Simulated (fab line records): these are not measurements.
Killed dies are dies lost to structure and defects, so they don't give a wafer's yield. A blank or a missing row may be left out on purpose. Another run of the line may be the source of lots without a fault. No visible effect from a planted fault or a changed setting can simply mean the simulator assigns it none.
Chamber matching -- flow n5_finfet -- 4 sister chambers for N5_HKMG_FIN_ALD_71 on ald_metal-02
The step deposits TiN, target thk 1 nm, pulse time 1 s, purge time 3 s. 4 wafers are shown with their chamber, then 7 later ones without.

## WAFERS PAIRED WITH THEIR CHAMBERS
wafer,chamber,heater_power_w (W)
L086.1,2,907
L086.6,0,907
L089.1,1,1108
L089.2,3,1084

## WAFERS WITHOUT THEIR CHAMBER
wafer,heater_power_w (W)
L089.5,907
L093.1,877
L093.4,1109
L093.5,900
L096.2,1080
L096.3,1094
L096.6,1068

## THE CHAMBER EACH PASSED THROUGH
wafer,from the rows above,in truth
L089.5,can't be placed: 0 or 2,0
L093.1,can't be placed: 0 or 2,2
L093.4,can't be placed: 1 or 3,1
L093.5,can't be placed: 0 or 2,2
L096.2,can't be placed: 3 or 1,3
L096.3,can't be placed: 3 or 1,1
L096.6,can't be placed: 3 or 1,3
0 of 7 placed correctly. Not placeable from these rows: 7 (in 7, the candidates include the true chamber). 0 placed wrongly.
How it was worked out, from the rows above alone: a wafer's distance from a chamber is the root of the sum, over the readings, of the square of ((its reading less the chamber's mean) divided by the reading's scatter). The wafer belongs to the nearest chamber; if the next one is less than 2 further off, it can't be placed. For every chamber, the mean is computed from those of its wafers that are shown. The scatter: root of mean squared gap, hidden wafer to nearest shown wafer, with one shown wafer a chamber.
